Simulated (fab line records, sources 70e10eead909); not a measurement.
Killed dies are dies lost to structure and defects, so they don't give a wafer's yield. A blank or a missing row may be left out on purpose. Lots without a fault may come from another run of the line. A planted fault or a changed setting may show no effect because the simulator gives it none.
A struck lot beside a sound one | flow nand_harc | 43 steps out of a route of 1159
Sound: wafers L575.1, L575.3, L575.6. Struck: wafer L597.5. (L597.3, L597.4 of the same lot were not struck and are left out.) The cause comes at the end.
At each step with rows: each side's tool, then ch and its chambers, then its first start. Under that, the readings that differ: sound wafers | struck wafers | difference of the means | sigmas: that difference in standard deviations of wafers without a fault.
alike: readings whose means differ by less than 2 such deviations, and words and numbers that are the same on both sides. not compared: withheld readings, readings that some wafer has no value for, bounds like >300 that may hide the same value, and numbers for which the record gives no deviation and whose values overlap.
The two part at a step that has a row with sigmas, a row that says differs or no value, or rows on one side only. Numbers that don't overlap but have no deviation are shown without sigmas and don't part them. A reading that every wafer of one side lacks parts them only if that side has two wafers or more.

first, 8 steps without rows for these wafers: NHARC_A_CONTACT_COAT_34 (time 75 s); NHARC_A_CONTACT_COAT_35 (time 65 s); NHARC_A_CONTACT_COAT_36 (resist thk 90 nm); NHARC_A_CONTACT_SOFTBAKE_37 (time 55 s); NHARC_A_CONTACT_EBR_38; NHARC_A_CONTACT_EXPOSE_39 (exposes mask A CC 3); NHARC_A_CONTACT_PEB_40 (peb time 65 s); NHARC_A_CONTACT_DEVELOP_41 (develop time 35 s).
NHARC_A_CONTACT_CD_MEAS_42: target cd 200 nm.
  sound on cd_sem-03 ch 0, day 16 06:43; struck on cd_sem-02 ch 0, day 21 22:29
  alike: cd_nm
NHARC_A_CONTACT_OVL_MEAS_43:
  sound on overlay-01, day 16 06:49; struck on overlay-01, day 21 22:34
  alike: overlay_x_nm, overlay_y_nm
NHARC_A_CONTACT_INSPECT_44:
  sound on defect_inspect-02, day 16 06:50; struck on defect_inspect-01, day 21 22:36
  alike: raw_defect_count
then, 1 step without rows for these wafers: NHARC_A_CONTACT_DESCUM_47 (chemistry O2, time 3 s).
NHARC_A_CONTACT_ETCH_48: etches the open film in CF4, target depth 39 nm, time 65 s.
  sound on rie_diel-08 ch 1,2,3, day 16 07:00; struck on rie_diel-08 ch 2, day 21 22:46
  alike: bias_w, chamber_pressure_mTorr, drypump_motor_current_A, oes_product_au, rf_vpp_V, showerhead_plenum_p_Torr, throttle_valve_pct
  not compared: rf_hours_counter_h
then, 8 steps without rows for these wafers: NHARC_A_CONTACT_ETCH_49 (etches the open film in N2/H2, target depth 260 nm, time 475.3 s); NHARC_A_CONTACT_ETCH_50 (etches the open film in CF4/CHF3, target depth 84.7 nm, time 42.4 s); NHARC_A_CONTACT_ETCH_51 (etches the open film in O2/COS, target depth 3600 nm, time 936 s); NHARC_A_CONTACT_ETCH_111 (etches the open film in C4F8/O2/Ar, time 140 s, target depth 700 nm); NHARC_A_CONTACT_ETCH_112 (etches the open film in C4F8/O2/Ar, time 94 s, target depth 922 nm); NHARC_A_CONTACT_ETCH_113 (etches the open film in C4F8/O2/Ar, time 94 s, target depth 922 nm); NHARC_A_CONTACT_ETCH_114 (etches the open film in C4F8/O2/Ar, time 94 s, target depth 922 nm); NHARC_A_CONTACT_ETCH_115 (etches the open film in C4F8/O2/Ar, time 94 s, target depth 922 nm).
NHARC_A_CONTACT_ETCH_116: etches the open film in C4F8/O2/Ar, time 94 s, target depth 922 nm.
  sound on har_cap_etch-02 ch 0,1, day 16 08:45; struck on har_cap_etch-03 ch 1, day 22 00:32
  alike: chamber_pressure_mTorr
  not compared: rf_hours_counter_h
then, 1 step without rows for these wafers: NHARC_A_CONTACT_ETCH_117 (etches the open film in C4F8/O2/Ar, time 94 s, target depth 922 nm).
NHARC_A_CONTACT_ETCH_118: etches the open film in C4F8/O2/Ar, time 94 s, target depth 922 nm.
  sound on har_cap_etch-02 ch 0,1, day 16 08:56; struck on har_cap_etch-03 ch 1, day 22 00:44
  alike: chamber_pressure_mTorr
  not compared: rf_hours_counter_h
then, 3 steps without rows for these wafers: NHARC_A_CONTACT_ETCH_119 (etches the open film in C4F8/O2/Ar, time 94 s, target depth 922 nm); NHARC_A_CONTACT_ETCH_120 (etches the open film in C4F8/O2/Ar, time 94 s, target depth 922 nm); NHARC_A_CONTACT_ETCH_121 (etches the open film in C4F8/O2/Ar, time 94 s, target depth 922 nm).
NHARC_A_CONTACT_ETCH_122: etches the open film in C4F8/O2/Ar, time 95 s, target depth 930 nm.
  sound on har_cap_etch-02 ch 0,1, day 16 09:17; struck on har_cap_etch-03 ch 1, day 22 01:05
  alike: chamber_pressure_mTorr
  not compared: rf_hours_counter_h
then, 3 steps without rows for these wafers: NHARC_A_CONTACT_ETCH_123 (etches the open film in C4F8/O2/Ar, time 253 s, target depth 1090 nm); NHARC_A_CONTACT_ETCH_90 (etches the open film in CH3F/O2, target depth 40 nm, time 85.7 s); NHARC_A_CONTACT_ETCH_96 (etches the open film in C4F6/O2, target depth 20 nm, time 10 s).
NHARC_A_CONTACT_CD_MEAS_53:
  sound on cd_sem-01, day 16 10:15; struck on cd_sem-02, day 22 01:58
  reading    | sound             | struck | difference | sigmas
  cd_nm (nm) | 190.4 190.1 190.8 | 188.7  | -1.7       | -3
then, 6 steps without rows for these wafers: NHARC_A_CONTACT_STRIP_99 (strips in N2/H2); NHARC_A_CONTACT_STRIP_100 (strips in CF4/CHF3); NHARC_A_CONTACT_STRIP_101 (strips in O2/COS); NHARC_A_CONTACT_ETCH_102 (etches the open film in CF4/O2, target depth 70 nm, overetch 7 nm, time 38.5 s); NHARC_A_CONTACT_STRIP_55 (strips in O2); NHARC_A_CONTACT_STRIP_56 (strips in post etch residue remover, time 600 s).
NHARC_A_CONTACT_DEP_57: deposits aC, target thk 2800 nm.
  sound on acl_dep-02 ch 0, day 16 13:45; struck on acl_dep-01 ch 0, day 22 04:45
  alike: throttle_valve_pct
NHARC_A_CONTACT_DEP_58: deposits SiON, target thk 60 nm.
  sound on pecvd-01 ch 0,1,2, day 16 15:29; struck on pecvd-04 ch 1, day 22 05:59
  alike: heater_power_w
then, 2 steps without rows for these wafers: NHARC_A_CONTACT_DEHYDRATE_59 (time 120 s); NHARC_A_CONTACT_HMDS_60 (time 30 s).
-- the record jumps here: 3 days lie between the struck wafers' starts before and after (it left off in module A_CONTACT and takes up again in module END, whose first step shown is number 1159 of the route) --
NHARC_END_SORT_01:
  the record has rows for the struck wafers here (prober-02 ch 0, day 24 21:03) and none for the sound ones

WHERE THEY PART
First at NHARC_A_CONTACT_CD_MEAS_53; last, within this record, at NHARC_END_SORT_01.

WHY: what the simulator had put in
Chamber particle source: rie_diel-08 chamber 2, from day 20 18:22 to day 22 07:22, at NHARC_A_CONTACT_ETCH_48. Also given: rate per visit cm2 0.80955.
